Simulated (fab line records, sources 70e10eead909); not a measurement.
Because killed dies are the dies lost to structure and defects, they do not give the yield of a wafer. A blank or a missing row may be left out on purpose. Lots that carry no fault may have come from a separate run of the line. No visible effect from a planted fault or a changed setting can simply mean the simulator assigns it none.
fab line records -- flow nandHarc
record: lots: 13, wafers: 38, lastDay: 33
route steps=1302 shown A_CHANNEL_HOLE_D1@488 A_DECK1_JOINT@518 A_ONON_D2@561
lots that met no fault: taken from a fault-free run of the same line
startH: hours from the record's opening day to when the first of the lot's shown wafers began -- waitH: how many hours have passed since the lot's step before this one -- " as in the row above -- L1.1+2: several wafers, shown together as one row -- - no value present, or no start provided -- * or withheld: withheld -- < > ~ a bound
route shown NAME@n: names a module that has steps shown in the file, with the first one's number in the route -- usual: mean/standard deviation taken from wafers without a fault -- same: alike in all rows -- chamber/n: place in a boat -- sites: readings site by site -- _std_site: their standard deviation -- _edge_site: the outer-site mean with the inner-site mean subtracted -- radiusMm: for every site, how far away it sits from the centre of the wafer -- mask NAME#n: copy n -- behind: the most recent tool/chamber to have shaped the wafer -- hold: why the lot was held/for how many hours/how that ended -- device: whichever transistor did not switch (one of n, p or np) -- end of line: the same wafers' tests at the end of the route -- a step with no rows: only its recipe -- killed: dies that structure and defects cost at the first sort, which is not the same as the wafer's yield -- map: shows each die of a wafer: x if killed, . if not, _ if none is there
set.NAME: the setting that was run; set.NAME@STEP: the one run at that earlier step -- model.NAME: the simulator's own value behind a step, which no gauge read
steps of the route over a sample of lots; a table a step, a row a wafer
services: the hour from which a tool's chamber was out of use, counted from the record's first day as startH (under 0 if before that day), plus the number of hours and why
== steps ==
step: NHARC_A_CHANNEL_HOLE_D1_XSEM_31
recipe: landingEnergyEv: 35000
usual: botCdNm: 74.8/1.4, bowNm: 8.59/0.23, tiltDeg: 0.07/0.045
lot.wafer,tool,chamber,startH,waitH,botCdNm,bowNm,tiltDeg
L435.1,xsem-02,0,188.43,0.1,75.9,8.61,0.09
L435.4,xsem-02,0,188.43,0.1,74.2,8.61,0.09
L435.5,xsem-02,0,188.43,0.1,74.6,8.70,0.09
L436.1,xsem-02,0,199.49,0.1,73.6,8.18,0.13
L436.4,xsem-02,0,199.49,0.1,72.5,8.21,0.12
L436.5,xsem-02,0,199.49,0.1,73.3,8.23,0.13
L439.2,xsem-01,0,229.11,0.1,76.0,8.41,0.07
L439.3,xsem-01,0,229.11,0.1,73.4,8.37,0.06
L439.4,xsem-01,0,229.11,0.1,74.8,8.45,0.07
L442.2,xsem-02,0,248.55,0.1,75.4,9.03,0.03
L442.3,xsem-02,0,248.55,0.1,77.4,9.08,0.03
L442.6,xsem-02,0,248.55,0.1,77.6,9.07,0.03
L441.2,xsem-01,0,252.73,0.1,76.2,8.63,0.12
L441.4,xsem-01,0,252.73,0.1,75.9,8.71,0.12
L441.6,xsem-01,0,252.73,0.1,77.2,8.69,0.12
L443.2,xsem-01,0,271.38,0.1,72.9,8.84,0.03
L443.5,xsem-01,0,271.38,0.1,74.3,8.83,0.02
L443.6,xsem-01,0,271.38,0.1,74.9,8.86,0.03
L446.1,xsem-01,0,306.28,0.1,76.8,8.36,0.13
L446.3,xsem-01,0,306.28,0.1,75.6,8.29,0.13
L446.6,xsem-01,0,306.28,0.1,73.8,8.40,0.13
L447.2,xsem-01,0,315.35,0.1,74.8,8.29,0.08
L447.4,xsem-01,0,315.35,0.1,75.9,8.32,0.08
L447.6,xsem-01,0,315.35,0.1,74.3,8.29,0.08
L448.2,xsem-02,0,321.35,0.1,75.3,9.07,0.07
L448.4,xsem-02,0,321.35,0.1,74.9,8.95,0.07
L448.5,xsem-02,0,321.35,0.1,74.0,8.98,0.07
L450.2,xsem-01,0,343.10,0.1,73.5,8.71,0.04
L450.3,xsem-01,0,343.10,0.1,71.9,8.75,0.04
L450.4,xsem-01,0,343.10,0.1,74.3,8.62,0.04
L451.2,xsem-01,0,352.69,0.1,76.6,8.96,0.04
L451.4,xsem-01,0,352.69,0.1,75.8,8.99,0.04
L452.2,xsem-02,0,356.31,0.1,71.9,8.63,0.10
L452.3,xsem-02,0,356.31,0.1,74.2,8.54,0.10
L452.6,xsem-02,0,356.31,0.1,73.4,8.64,0.10
L458.1,xsem-02,0,420.89,0.1,72.2,8.54,0.01
L458.3,xsem-02,0,420.89,0.1,73.5,8.55,0.01
L458.5,xsem-02,0,420.89,0.1,74.6,8.47,0.01
step: NHARC_A_DECK1_JOINT_ETCHBACK_07
recipe: targetDepthA: 1050, timeS: 26.9, hbrFlowSccm: 150, rfW: 350, icpW: 350, biasW: 60, chemistry: HBr
usual: drypumpMotorCurrentA: 5.8/0.35, hbrFlowSccm: 150.0/0.4, oesProductAu: 1.004/0.0095, throttleValvePct: 23.267/0.0081
same: timeS: 26.9
lot.wafer,tool,chamber,startH,waitH,drypumpMotorCurrentA,hbrFlowSccm,oesProductAu,rfHoursCounterH,throttleValvePct
L435.1,rieSi-01,3,238.80,0.1,5.9,150.0,1.019,0.2,23.265
L435.4,rieSi-01,2,238.80,0.1,6.4,150.6,0.998,0.1,23.264
L435.5,rieSi-01,3,238.80,0.1,6.0,150.1,1.002,-,23.278
L436.4,rieSi-02,2,248.31,0.1,5.1,150.3,1.008,0.7,23.273
L436.1,rieSi-02,0,248.31,0.1,5.9,149.8,1.002,0.9,23.283
L436.5,rieSi-02,1,248.31,0.1,5.4,150.2,1.006,-,23.251
L439.4,rieSi-01,1,276.19,0.1,5.3,150.1,0.997,0.3,23.276
L439.3,rieSi-01,2,276.19,0.1,6.4,150.5,0.999,0.3,23.272
L439.2,rieSi-01,0,276.19,0.1,6.0,149.7,0.990,0.4,23.269
L442.3,rieSi-06,1,296.75,0.1,5.6,150.0,1.008,0.3,23.270
L442.2,rieSi-06,2,296.75,0.1,5.7,150.5,1.000,0.3,23.272
L442.6,rieSi-06,0,296.75,0.1,5.8,150.3,1.020,-,23.259
L441.2,rieSi-06,1,302.63,0.1,5.7,150.0,1.008,0.3,23.264
L441.4,rieSi-06,2,302.63,0.1,5.7,150.2,0.991,0.3,23.266
L441.6,rieSi-06,0,302.63,0.1,5.8,149.6,1.015,-,23.262
L443.2,rieSi-06,3,322.08,0.1,5.9,149.9,0.989,0.5,23.279
L443.6,rieSi-06,3,322.08,0.1,5.9,150.5,0.985,-,23.257
L443.5,rieSi-06,0,322.08,0.1,5.8,149.7,1.012,-,23.274
L446.1,rieSi-01,3,355.68,0.1,6.0,150.3,1.018,0.9,23.274
L446.3,rieSi-01,2,355.68,0.1,6.4,150.1,0.994,0.7,23.275
L446.6,rieSi-01,3,355.68,0.1,6.0,149.6,1.013,-,23.273
L447.4,rieSi-02,0,363.43,0.1,5.9,149.9,1.019,0.4,23.274
L447.2,rieSi-02,3,363.43,0.1,6.1,150.3,1.008,0.5,23.256
L447.6,rieSi-02,0,363.43,0.1,5.9,150.1,1.009,-,23.273
L448.4,rieSi-06,0,373.24,0.1,5.8,150.2,1.022,0.9,23.253
L448.2,rieSi-06,2,373.24,0.1,5.7,150.0,1.002,0.8,23.273
L448.5,rieSi-06,3,373.24,0.1,5.9,150.0,1.004,-,23.260
L450.3,rieSi-01,1,389.59,0.1,5.4,149.9,0.999,0.1,23.254
L450.2,rieSi-01,3,389.59,0.1,6.0,150.4,1.007,0.1,23.255
L450.4,rieSi-01,0,389.59,0.1,6.0,149.7,1.013,0.1,23.275
L451.4,rieSi-01,3,401.59,0.1,5.9,149.7,1.014,0.1,23.273
L451.2,rieSi-01,0,401.59,0.1,6.1,150.2,1.016,0.2,23.283
L452.3,rieSi-06,2,405.11,0.1,5.7,150.0,1.008,1.0,23.269
L452.2,rieSi-06,3,405.11,0.1,5.9,149.9,0.990,1.1,23.267
L452.6,rieSi-06,1,405.11,0.1,5.6,150.4,1.012,-,23.281
L458.1,rieSi-06,2,469.16,0.1,5.7,150.6,0.994,0.3,23.266
L458.3,rieSi-06,3,469.16,0.1,5.9,149.7,1.010,0.3,23.264
L458.5,rieSi-06,1,469.16,0.1,5.6,149.7,1.010,-,23.251
step: NHARC_A_DECK1_JOINT_DEP_16
recipe: targetThkA: 450, tempC: 400, pressureTorr: 6.5, rfW: 900, teosFlowSccm: 161.4, flowSccm: 2650, targetThkNm: 45, gas: O2, material: SiO2
usual: heaterPowerW: 597/75, throttleValvePct: 16.0/0.54
lot.wafer,tool,chamber,startH,waitH,heaterPowerW,throttleValvePct
L435.1,pecvd-01,2,279.26,0.2,539,15.9
L435.4,pecvd-01,0,279.26,0.2,661,16.4
L435.5,pecvd-01,2,279.26,0.2,567,16.1
L436.1,pecvd-04,2,284.04,0.1,545,16.0
L436.5,pecvd-04,2,284.04,0.1,556,15.9
L436.4,pecvd-04,0,284.04,0.1,552,16.1
L439.2,pecvd-03,1,312.22,0.1,662,15.1
L439.3,pecvd-03,2,312.22,0.1,527,15.5
L439.4,pecvd-03,0,312.22,0.1,547,16.7
L442.3,pecvd-03,2,329.88,0.1,485,15.3
L442.2,pecvd-03,0,329.88,0.1,556,16.5
L442.6,pecvd-03,1,329.88,0.1,678,15.1
L441.2,pecvd-03,0,335.48,0.1,526,16.4
L441.6,pecvd-03,1,335.48,0.1,637,15.0
L441.4,pecvd-03,2,335.48,0.1,537,15.6
L443.2,pecvd-03,0,355.86,0.1,544,16.6
L443.5,pecvd-03,1,355.86,0.1,597,15.0
L443.6,pecvd-03,2,355.86,0.1,600,15.7
L447.2,pecvd-04,0,396.81,0.1,562,16.7
L447.6,pecvd-04,1,396.81,0.1,622,16.1
L447.4,pecvd-04,2,396.81,0.1,601,15.8
L446.3,pecvd-03,1,397.94,0.1,742,15.2
L446.1,pecvd-03,0,397.94,0.1,517,17.0
L446.6,pecvd-03,1,397.94,0.1,738,14.9
L448.2,pecvd-04,0,408.03,0.1,493,16.5
L448.5,pecvd-04,0,408.03,0.1,491,16.5
L448.4,pecvd-04,1,408.03,0.1,701,16.2
L450.2,pecvd-03,0,421.28,0.1,624,16.5
L450.3,pecvd-03,1,421.28,0.1,789,15.0
L450.4,pecvd-03,1,421.28,0.1,785,15.1
L452.3,pecvd-03,2,434.94,0.1,527,15.6
L452.2,pecvd-03,1,434.94,0.1,763,15.3
L452.6,pecvd-03,1,434.94,0.1,761,15.3
L451.2,pecvd-03,0,435.11,0.2,551,16.8
L451.4,pecvd-03,1,435.11,0.2,762,15.1
L458.1,pecvd-04,0,507.99,0.1,567,16.4
L458.3,pecvd-04,1,507.99,0.1,645,16.4
L458.5,pecvd-04,2,507.99,0.1,559,16.4
step: NHARC_A_DECK1_JOINT_THK_MEAS_17
recipe: thkMeasGauge: ellipsometry
usual: thkNm: 45.1/1.3
lot.wafer,tool,chamber,startH,waitH,thkNm
L435.1,filmMetro-01,-,279.48,0.2,44.6
L435.4,filmMetro-01,-,279.48,0.2,45.0
L435.5,filmMetro-01,-,279.48,0.2,45.9
L436.1,filmMetro-02,-,284.32,0.3,44.1
L436.4,filmMetro-02,-,284.32,0.3,45.1
L436.5,filmMetro-02,-,284.32,0.3,47.3
L439.2,filmMetro-02,-,312.51,0.3,46.1
L439.3,filmMetro-02,-,312.51,0.3,44.1
L439.4,filmMetro-02,-,312.51,0.3,44.9
L442.2,filmMetro-01,-,330.15,0.2,44.1
L442.3,filmMetro-01,-,330.15,0.2,43.6
L442.6,filmMetro-01,-,330.15,0.2,45.2
L441.2,filmMetro-01,-,335.70,0.2,45.9
L441.4,filmMetro-01,-,335.70,0.2,46.2
L441.6,filmMetro-01,-,335.70,0.2,47.9
L443.2,filmMetro-02,-,356.08,0.2,44.7
L443.5,filmMetro-02,-,356.08,0.2,46.0
L443.6,filmMetro-02,-,356.08,0.2,43.3
L447.2,filmMetro-01,-,397.09,0.3,45.0
L447.4,filmMetro-01,-,397.09,0.3,45.6
L447.6,filmMetro-01,-,397.09,0.3,45.4
L446.1,filmMetro-01,-,398.22,0.2,46.1
L446.3,filmMetro-01,-,398.22,0.2,45.6
L446.6,filmMetro-01,-,398.22,0.2,46.6
L448.2,filmMetro-01,-,408.31,0.3,43.6
L448.4,filmMetro-01,-,408.31,0.3,46.3
L448.5,filmMetro-01,-,408.31,0.3,46.3
L450.2,filmMetro-01,-,421.53,0.2,31.8
L450.3,filmMetro-01,-,421.53,0.2,44.4
L450.4,filmMetro-01,-,421.53,0.2,46.3
L452.2,filmMetro-02,-,435.22,0.2,28.9
L452.3,filmMetro-02,-,435.22,0.2,46.3
L452.6,filmMetro-02,-,435.22,0.2,47.0
L451.2,filmMetro-02,-,435.39,0.3,31.1
L451.4,filmMetro-02,-,435.39,0.3,46.2
L458.1,filmMetro-01,-,508.27,0.3,46.6
L458.3,filmMetro-01,-,508.27,0.3,46.4
L458.5,filmMetro-01,-,508.27,0.3,47.1
step: NHARC_A_ONON_D2_THK_MEAS_24
recipe: thkMeasGauge: ellipsometry
usual: thkNm: 998/12
lot.wafer,tool,chamber,startH,waitH,thkNm
L435.1,filmMetro-02,-,291.25,-,1001
L435.4,filmMetro-02,-,291.25,-,1002
L435.5,filmMetro-02,-,291.25,-,1002
L436.1,filmMetro-01,-,296.11,-,1003
L436.4,filmMetro-01,-,296.11,-,1006
L436.5,filmMetro-01,-,296.11,-,1004
L439.2,filmMetro-02,-,322.40,-,975
L439.3,filmMetro-02,-,322.40,-,975
L439.4,filmMetro-02,-,322.40,-,975
L441.2,filmMetro-01,-,344.33,-,986
L441.4,filmMetro-01,-,344.33,-,985
L441.6,filmMetro-01,-,344.33,-,985
L442.2,filmMetro-02,-,344.33,-,997
L442.3,filmMetro-02,-,344.33,-,997
L442.6,filmMetro-02,-,344.33,-,999
L443.2,filmMetro-01,-,367.54,-,1012
L443.5,filmMetro-01,-,367.54,-,1014
L443.6,filmMetro-01,-,367.54,-,1011
L447.2,filmMetro-02,-,408.42,-,1007
L447.4,filmMetro-02,-,408.42,-,1006
L447.6,filmMetro-02,-,408.42,-,1006
L446.1,filmMetro-01,-,408.42,-,996
L446.3,filmMetro-01,-,408.42,-,998
L446.6,filmMetro-01,-,408.42,-,995
L448.2,filmMetro-01,-,423.38,-,1006
L448.4,filmMetro-01,-,423.38,-,1008
L448.5,filmMetro-01,-,423.38,-,1007
L450.2,filmMetro-02,-,432.99,-,988
L450.3,filmMetro-02,-,432.99,-,987
L450.4,filmMetro-02,-,432.99,-,989
L452.2,filmMetro-02,-,446.62,-,1008
L452.3,filmMetro-02,-,446.62,-,1011
L452.6,filmMetro-02,-,446.62,-,1009
L451.2,filmMetro-02,-,446.65,-,1009
L451.4,filmMetro-02,-,446.65,-,1005
L458.1,filmMetro-01,-,519.62,-,1006
L458.3,filmMetro-01,-,519.62,-,1005
L458.5,filmMetro-01,-,519.62,-,1007
== services ==
tool,chamber,startH,hours,kind
pecvd-04,-,177.19,2.2,repair
rieSi-06,2,177.35,2.6,repair
rieSi-01,1,180.18,3.3,repair
pecvd-03,-,185.00,13.0,pm
rieSi-01,-,193.00,9.0,pm
pecvd-03,2,212.01,2.9,repair
xsem-01,-,217.35,1.2,repair
pecvd-03,0,246.28,14.8,repair
rieSi-06,-,249.00,9.0,pm
pecvd-03,-,260.54,40.8,repair
rieSi-06,-,296.81,0.2,repair
rieSi-06,-,297.71,0.3,repair
xsem-01,-,363.66,0.6,repair
pecvd-03,-,366.00,13.0,pm
rieSi-01,-,370.00,9.0,pm
xsem-01,-,374.00,14.0,pm
pecvd-03,0,402.14,5.6,repair
rieSi-06,-,426.06,9.0,pm
rieSi-06,1,443.48,19.4,repair
pecvd-03,1,446.11,4.1,repair
rieSi-01,-,483.14,1.3,repair
rieSi-06,1,485.46,3.4,repair
rieSi-01,2,492.42,7.1,repair
rieSi-01,3,507.11,2.9,repair
== key ==
firstSign: step: NHARC_A_DECK1_JOINT_THK_MEAS_17, reading: thkNm, direction: down, sigmas: 12, usual: 45.1, struck: 30.6
effect none on later readings
metAt NHARC_A_DECK1_JOINT_DEP_16
struckLots L450,L451,L452
struckWafers L450.2,L451.2,L452.2
testerLeftOut L450,L451,L452
notActingAt NHARC_A_CHANNEL_HOLE_D1_XSEM_31,NHARC_A_DECK1_JOINT_ETCHBACK_07,NHARC_A_ONON_D2_THK_MEAS_24
onsetBetween 397.94 421.28
fault: kind: processParameterDrift, tool: pecvd-03, chamber: -, onsetH: 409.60, steps: NHARC_A_DECK1_JOINT_DEP_16, channel: targetThkNm, offset: -15.369, shape: step, endH: 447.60, scope: struckWafersOnly, actsIn: theseRecipesOnly, stated: 45
testerLeftOut: of these lots the tester's yield and bins aren't shown, on N5 and GAA mostly nor the transistor test; their killed dies are dies lost to structure and defects alone, not to doping, threshold or leakage, so they don't give the yield
